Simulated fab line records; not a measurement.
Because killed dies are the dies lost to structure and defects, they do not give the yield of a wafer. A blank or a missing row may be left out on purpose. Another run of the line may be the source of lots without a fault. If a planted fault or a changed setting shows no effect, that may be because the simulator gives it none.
Lot-split experiment	flow n5Finfet	on a route of 1938 steps: 7 lots, 39 wafers read

## SPLIT DETAILS
At N5_BEOL_M7_CVD_78 (deposits Co from CCTBA/H2, target thk 2 nm, time 142.3 s), the setting targetThkA was moved away from the recipe's 20 angstrom on 15 of the 39 wafers read, by -33.4% to +52.8%. All remaining wafers had this setting at the recipe value.

The reading is taken at the split's own step.

## THE READING
Co_of_BEOL_M7_CVD_78.thkNm (the simulator's own value, which no gauge read), in nm, at N5_BEOL_M7_CVD_78 (deposits Co from CCTBA/H2, target thk 2 nm, time 142.3 s). The file gives no usual value for it. Here, 24 wafers ran the recipe; their average is 2.1 nm with a standard deviation of 0.12 nm.

wafer	tool, chamber at the split	targetThkA as run, angstrom	against the recipe	Co_of_BEOL_M7_CVD_78.thkNm, nm	against lot-mates on the recipe
L077.1	cvdCo-01, 0,1	20	recipe	2	-
L077.6	cvdCo-01, 0,1	20	recipe	2	-
L077.2	cvdCo-01, 2,1,2,0	20	recipe	2.2	-
L077.3	cvdCo-01, 2,1,2,0	20	recipe	2.2	-
L077.4	cvdCo-01, 2,1,2,0	20	recipe	2.2	-
L077.5	cvdCo-01, 2,1,2,0	20	recipe	2.2	-
L082.1	cvdCo-01, 1	20	recipe	2	-
L082.4	cvdCo-01, 1	20	recipe	2	-
L082.2	cvdCo-01, 2	20	recipe	2.2	-
L083.1	cvdCo-01, 2,1	20	recipe	2	-
L083.3	cvdCo-01, 2,1	20	recipe	2	-
L083.2	cvdCo-01, 0	20	recipe	2.2	-
L083.4	cvdCo-01, 2	13.33	-33.4%	1.2	-0.9
L083.5	cvdCo-01, 0,1	13.33	-33.4%	1.4	-0.7
L083.6	cvdCo-01, 0,1	13.33	-33.4%	1.4	-0.7
L086.1	cvdCo-01, 0,0,1	20	recipe	2.2	-
L086.5	cvdCo-01, 0,0,1	20	recipe	2.2	-
L086.6	cvdCo-01, 0,0,1	20	recipe	2.2	-
L086.2	cvdCo-01, 2,1,2	15.2	-24.0%	1.6	-0.6
L086.3	cvdCo-01, 2,1,2	15.2	-24.0%	1.6	-0.6
L086.4	cvdCo-01, 2,1,2	15.2	-24.0%	1.6	-0.6
L091.1	cvdCo-02, 2,0	30.55	+52.8%	3	+0.9
L091.2	cvdCo-02, 2,0	30.55	+52.8%	3	+0.9
L091.3	cvdCo-02, 1	20	recipe	2.2	-
L091.4	cvdCo-02, 0,2	20	recipe	2	-
L091.6	cvdCo-02, 0,2	20	recipe	2	-
L091.5	cvdCo-02, 1	30.55	+52.8%	3.2	+1.1
L093.1	cvdCo-02, 1,2,1	27.49	+37.4%	2.8	+0.8
L093.2	cvdCo-02, 1,2,1	27.49	+37.4%	2.8	+0.8
L093.5	cvdCo-02, 1,2,1	27.49	+37.4%	2.8	+0.8
L093.3	cvdCo-02, 0,2,0	20	recipe	2	-
L093.4	cvdCo-02, 0,2,0	20	recipe	2	-
L093.6	cvdCo-02, 0,2,0	20	recipe	2	-
L095.1	cvdCo-01, 1,0	30.04	+50.2%	3	+1.1
L095.4	cvdCo-01, 1,0	30.04	+50.2%	3	+1.1
L095.2	cvdCo-01, 0,1	20	recipe	1.8	-
L095.6	cvdCo-01, 0,1	20	recipe	1.8	-
L095.3	cvdCo-01, 2	20	recipe	2	-
L095.5	cvdCo-01, 2	30.04	+50.2%	2.8	+0.9
If several chambers appear in one row, that row covers several wafers at once and the file leaves open which wafer was in which chamber.

FIT RESULTS
A straight line over all 39 wafers: Co_of_BEOL_M7_CVD_78.thkNm changes by +0.0191 nm for each +1% of targetThkA; r = +0.97; the points scatter about the line by 0.12 nm.
The same after taking each lot's own level away (the mean of its wafers on the recipe; 39 wafers): +0.021 nm for each +1%; r = +0.99; scatter 0.09 nm.
The reading moves by 1.1 nm for the largest change in targetThkA, on that fit.
Measured against the standard deviation above, the lots' own levels, which go from 1.87 to 2.20 nm, span 2.7 times it.
Consequently the slope shifts little with the lot-to-lot level, the two slopes agreeing.
Check: for one of the wafers moved furthest among these (+52.8%), held out of the fit, the line's prediction against its lot-mates is +1.11 nm. It came out at +0.933 nm against them.

## THE OTHER SPLITS THESE WAFERS WENT THROUGH
Before the reading, these wafers also passed through other splits. Each is held against what the fit with the lots' levels taken away leaves over:
other split on the same wafers	wafers away from the commonest value	r with Co_of_BEOL_M7_CVD_78.thkNm (lot level and that fit taken away)
N5_ZERO_LAYER_DEVELOP_10 developTimeS	18	+0.14
N5_FIN_SAQP_ETCH_65 timeS	15	-0.18
N5_SD_EPI_N_DESCUM_14 timeS	12	+0.04
N5_HKMG_FIN_DEVELOP_48 developTimeS	12	-0.01
N5_MOL_CONTACT_COAG_ALD_123 aldCycles	18	-0.04
N5_BEOL_M0_CUTY_DESCUM_61 timeS	12	-0.02
N5_BEOL_M5_DESCUM_16 timeS	6	-0.16

## FILE'S OWN FIT
Co_of_BEOL_M7_CVD_78.thkNm changes by +0.0209 nm for each +1% of targetThkA, r = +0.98.
